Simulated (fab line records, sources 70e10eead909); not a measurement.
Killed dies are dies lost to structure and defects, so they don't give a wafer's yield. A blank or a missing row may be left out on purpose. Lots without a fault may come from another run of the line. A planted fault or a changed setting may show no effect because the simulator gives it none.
Which tool did it? | flow nand_harc | 14 lots, 42 wafers sampled, at 5 steps of a route of 1302

WHAT THE GAUGES READ, wafer by wafer
NHARC_A_ONON_D1_THK_MEAS_21: measures by ellipsometry. Usual: thk_nm 997 nm, standard deviation 7.
lot  | measured     | on            | thk_nm (nm)    | flag
L216 | day 8 09:05  | film_metro-01 | 1000 1001 1001 |
L215 | day 8 09:03  | film_metro-02 | 1008 1009 1009 |
L217 | day 9 00:32  | film_metro-02 | 1008 1005 1008 |
L225 | day 12 11:27 | film_metro-02 | 968 969 969    | OFF
L226 | day 12 18:48 | film_metro-01 | 990 989 991    |
L227 | day 13 03:01 | film_metro-01 | 955 956 955    | OFF
L228 | day 13 18:32 | film_metro-01 | 997 994 996    |
L230 | day 14 04:16 | film_metro-01 | 994 997 994    |
L231 | day 14 21:12 | film_metro-01 | 1006 1004 1004 |
L234 | day 16 06:26 | film_metro-02 | 996 996 1000   |
L236 | day 16 18:41 | film_metro-01 | 997 995 995    |
L235 | day 16 18:41 | film_metro-01 | 1006 1008 1007 |
L237 | day 17 14:16 | film_metro-01 | 996 994 994    |
L238 | day 17 14:16 | film_metro-02 | 993 995 995    |

NHARC_A_ONON_D1_THK_MEAS_30: measures by ellipsometry. Usual: thk_nm 998 nm, standard deviation 9.7.
lot  | measured     | on            | thk_nm (nm)    | flag
L216 | day 8 10:47  | film_metro-01 | 1003 1002 1001 |
L215 | day 8 10:46  | film_metro-02 | 978 976 978    |
L217 | day 9 02:14  | film_metro-01 | 988 987 988    |
L225 | day 12 13:08 | film_metro-02 | 1004 1004 1002 |
L226 | day 12 20:29 | film_metro-02 | 1012 1012 1014 |
L227 | day 13 04:44 | film_metro-02 | 999 1000 1001  |
L228 | day 13 20:14 | film_metro-01 | 1000 1000 1000 |
L230 | day 14 05:59 | film_metro-02 | 987 987 986    |
L231 | day 14 22:54 | film_metro-02 | 995 996 996    |
L234 | day 16 08:07 | film_metro-01 | 996 996 997    |
L236 | day 16 20:23 | film_metro-01 | 1000 999 1000  |
L235 | day 16 20:22 | film_metro-01 | 1005 1005 1005 |
L237 | day 17 15:58 | film_metro-02 | 1009 1010 1008 |
L238 | day 17 15:58 | film_metro-01 | 976 975 975    |

NHARC_A_ONON_D1_THK_MEAS_34: measures by ellipsometry. Usual: thk_nm 200 nm, standard deviation 3.1.
lot  | measured     | on            | thk_nm (nm) | flag
L216 | day 8 11:15  | film_metro-02 | 200 201 199 |
L215 | day 8 11:14  | film_metro-01 | 201 198 205 |
L217 | day 9 02:42  | film_metro-02 | 199 206 202 |
L225 | day 12 13:37 | film_metro-02 | 202 204 203 |
L226 | day 12 20:58 | film_metro-02 | 202 203 205 |
L227 | day 13 05:12 | film_metro-02 | 199 192 200 |
L228 | day 13 20:43 | film_metro-02 | 195 203 208 |
L230 | day 14 06:28 | film_metro-02 | 197 204 201 |
L231 | day 14 23:23 | film_metro-02 | 197 201 203 |
L234 | day 16 08:35 | film_metro-02 | 200 204 200 |
L236 | day 16 20:53 | film_metro-01 | 197 193 196 |
L235 | day 16 20:51 | film_metro-01 | 198 201 199 |
L237 | day 17 16:26 | film_metro-02 | 194 198 200 |
L238 | day 17 16:26 | film_metro-01 | 199 206 202 |

WHICH TOOL RAN EACH LOT (tool, then ch and the chambers of the sampled wafers, then the start)
lot  | NHARC_A_ZERO_WELL_ETCH_19          | NHARC_A_ONON_D1_DEP_19
L216 | rie_diel-08 ch 0,1,2, day 7 00:11  | pecvd_onon-02 ch 0, day 8 08:32
L215 | rie_diel-06 ch 1,2,3, day 7 01:22  | pecvd_onon-01 ch 0, day 8 08:33
L217 | rie_diel-08 ch 0,1,2, day 7 12:22  | pecvd_onon-04 ch 0, day 9 00:05
L225 | rie_diel-08 ch 0,1,3, day 11 02:59 | pecvd_onon-02 ch 0, day 12 11:06
L226 | rie_diel-06 ch 0,1,3, day 11 09:42 | pecvd_onon-04 ch 0, day 12 18:17
L227 | rie_diel-08 ch 0,3, day 11 17:30   | pecvd_onon-02 ch 0, day 13 02:30
L228 | rie_diel-07 ch 0,3, day 12 06:26   | pecvd_onon-04 ch 0, day 13 18:05
L230 | rie_diel-08 ch 0,2,3, day 12 22:11 | pecvd_onon-01 ch 0, day 14 03:44
L231 | rie_diel-08 ch 1,2,3, day 13 07:04 | pecvd_onon-01 ch 0, day 14 20:41
L234 | rie_diel-08 ch 0,1,3, day 14 19:36 | pecvd_onon-04 ch 0, day 16 05:55
L236 | rie_diel-06 ch 0,2, day 15 11:03   | pecvd_onon-01 ch 0, day 16 18:14
L235 | rie_diel-08 ch 0,2, day 15 12:25   | pecvd_onon-04 ch 0, day 16 18:10
L237 | rie_diel-08 ch 1,2, day 16 05:58   | pecvd_onon-01 ch 0, day 17 13:46
L238 | rie_diel-07 ch 1,2,3, day 16 08:46 | pecvd_onon-02 ch 0, day 17 13:53
- NHARC_A_ZERO_WELL_ETCH_19: etches the open film in N2/H2, target depth 80 nm, overetch 24 nm, time 87.88 s.
- NHARC_A_ONON_D1_DEP_19: target thk 1000 nm.

WHAT THE TOOLS THEMSELVES READ (means of the sampled wafers that have a number; where no wafer has one, the mark that the record gives instead)
NHARC_A_ZERO_WELL_ETCH_19. Usual: drypump_motor_current_A 5.7 A, standard deviation 0.34; oes_product_au 0.998 a.u., standard deviation 0.01; rf_vpp_V 431 V, standard deviation 3.3; showerhead_plenum_p_Torr 2.08 Torr, standard deviation 0.11; throttle_valve_pct 14.170 %, standard deviation 0.0089.
lot  | tool        | drypump_motor_current_A (A) | oes_product_au (a.u.) | rf_vpp_V (V) | showerhead_plenum_p_Torr (Torr) | throttle_valve_pct (%) | flag
L216 | rie_diel-08 | 5.7                         | 0.998                 | 430          | 2.04                            | 14.172                 |
L215 | rie_diel-06 | 5.6                         | 1.007                 | 431          | 2.07                            | 14.162                 |
L217 | rie_diel-08 | 5.6                         | 1.004                 | 431          | 2.04                            | 14.173                 |
L225 | rie_diel-08 | 5.6                         | 0.995                 | 430          | 2.03                            | 14.168                 |
L226 | rie_diel-06 | 5.6                         | 0.997                 | 431          | 2.07                            | 14.170                 |
L227 | rie_diel-08 | 5.7                         | 0.996                 | 433          | 2.12                            | 14.157                 |
L228 | rie_diel-07 | 6.0                         | 0.999                 | 434          | 2.13                            | 14.168                 |
L230 | rie_diel-08 | 5.8                         | 0.990                 | 433          | 2.13                            | 14.168                 |
L231 | rie_diel-08 | 5.9                         | 0.994                 | 433          | 2.10                            | 14.166                 |
L234 | rie_diel-08 | 5.6                         | 0.999                 | 430          | 2.03                            | 14.168                 |
L236 | rie_diel-06 | 6.4                         | 1.005                 | 432          | 2.14                            | 14.173                 |
L235 | rie_diel-08 | 5.6                         | 0.989                 | 432          | 2.07                            | 14.159                 |
L237 | rie_diel-08 | 5.7                         | 1.007                 | 430          | 2.02                            | 14.181                 |
L238 | rie_diel-07 | 5.8                         | 0.994                 | 432          | 2.07                            | 14.166                 |

THE ANSWER, worked out from the rows above alone
Rule: a lot is off if the mean of its wafers that have a number lies more than 3 standard deviations from the usual mean. A lot without any number at a reading at which 4 lots or more have one is off too. The other lots that the step has rows for count as sound. The gauges are gone through in route order, then the tools' own readings, and for those a lot's mean is taken as printed above. The first step at which some lot is off is used, and at that step the reading that is off furthest; a lot without a number counts as furthest.
Off: L225, L227, at NHARC_A_ONON_D1_THK_MEAS_21 (thk_nm).
A tool fits if, at a process step before that reading, it ran every lot that is off, and no sound lot after the first of them. The gauges at NHARC_A_ONON_D1_THK_MEAS_21 are tried like those tools. None of those tried fits.

WHAT THE SIMULATOR HAD PUT IN
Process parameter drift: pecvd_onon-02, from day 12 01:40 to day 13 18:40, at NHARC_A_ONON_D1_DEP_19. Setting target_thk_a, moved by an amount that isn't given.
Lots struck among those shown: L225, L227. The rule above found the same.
